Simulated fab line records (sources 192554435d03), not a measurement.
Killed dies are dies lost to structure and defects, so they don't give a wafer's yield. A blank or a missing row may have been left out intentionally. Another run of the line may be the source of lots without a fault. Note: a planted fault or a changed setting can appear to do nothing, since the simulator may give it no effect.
Chamber matching ; flow n5Finfet ; N5_BEOL_M8_DESCUM_16 on rieDiel-01 has 4 sister chambers
The step chemistry O2, time 7.9 s. 18 wafers are shown with their chamber, then 9 later ones without.

== WAFERS PAIRED WITH THEIR CHAMBERS ==
wafer;chamber;drypumpMotorCurrentA (A);throttleValvePct (%);showerheadPlenumPTorr (Torr)
L074.2;3;6.2;20.45;2.19
L074.3;1;5.6;20.14;2.20
L074.4;3;6.2;20.44;2.19
L075.1;1;5.6;20.16;2.20
L075.2;2;5.0;20.81;2.15
L075.5;1;5.6;20.14;2.20
L078.1;0;5.6;20.62;1.99
L078.4;1;5.6;20.17;2.20
L078.5;2;5.1;20.81;2.14
L081.1;0;5.6;20.64;1.98
L081.2;1;5.6;20.19;2.19
L081.3;3;6.2;20.45;2.18
L084.1;3;6.2;20.47;2.18
L084.3;0;5.6;20.63;1.98
L084.6;0;5.6;20.65;1.98
L082.1;1;5.6;20.19;2.19
L082.3;0;5.6;20.63;1.98
L082.5;0;5.6;20.64;1.98

SIGNATURES (averages over the wafers above)
reading;chamber 0;chamber 1;chamber 2;chamber 3;scatter within a chamber
drypumpMotorCurrentA;5.600;5.600;5.050;6.200;0.0189
throttleValvePct;20.6350;20.1650;20.8100;20.4525;0.016
showerheadPlenumPTorr;1.9817;2.1967;2.1450;2.1850;0.00512
Rule: for each reading, subtract the chamber's mean from the wafer's reading, divide by that reading's scatter and square the result; add these up over the readings and take the root, which gives the wafer's distance from the chamber. If the next closest chamber is less than 2 further off than the closest, the wafer can't be placed; otherwise it belongs to the closest. The scatter: take each reading less its chamber's mean, square it, sum over the shown wafers, divide by the number of wafers less the number of chambers, and take the root.

== WAFERS WHOSE CHAMBER IS MISSING ==
wafer;drypumpMotorCurrentA (A);throttleValvePct (%);showerheadPlenumPTorr (Torr)
L086.3;5.0;20.40;2.14
L086.4;5.6;20.65;1.98
L086.5;5.6;20.21;2.19
L087.1;5.6;20.67;1.97
L087.4;5.0;20.39;2.14
L087.5;5.6;20.65;1.97
L092.4;5.7;20.68;1.97
L092.5;5.7;20.68;1.97
L092.6;5.6;20.23;2.18

== THE CHAMBER EACH PASSED THROUGH ==
wafer;from the rows above;in truth
L086.3;2;2
L086.4;0;0
L086.5;1;1
L087.1;0;0
L087.4;2;2
L087.5;0;0
L092.4;0;0
L092.5;0;0
L092.6;1;1
Correct placement for 9 of the 9. Not placeable from these rows: 0. Number placed wrongly: 0.
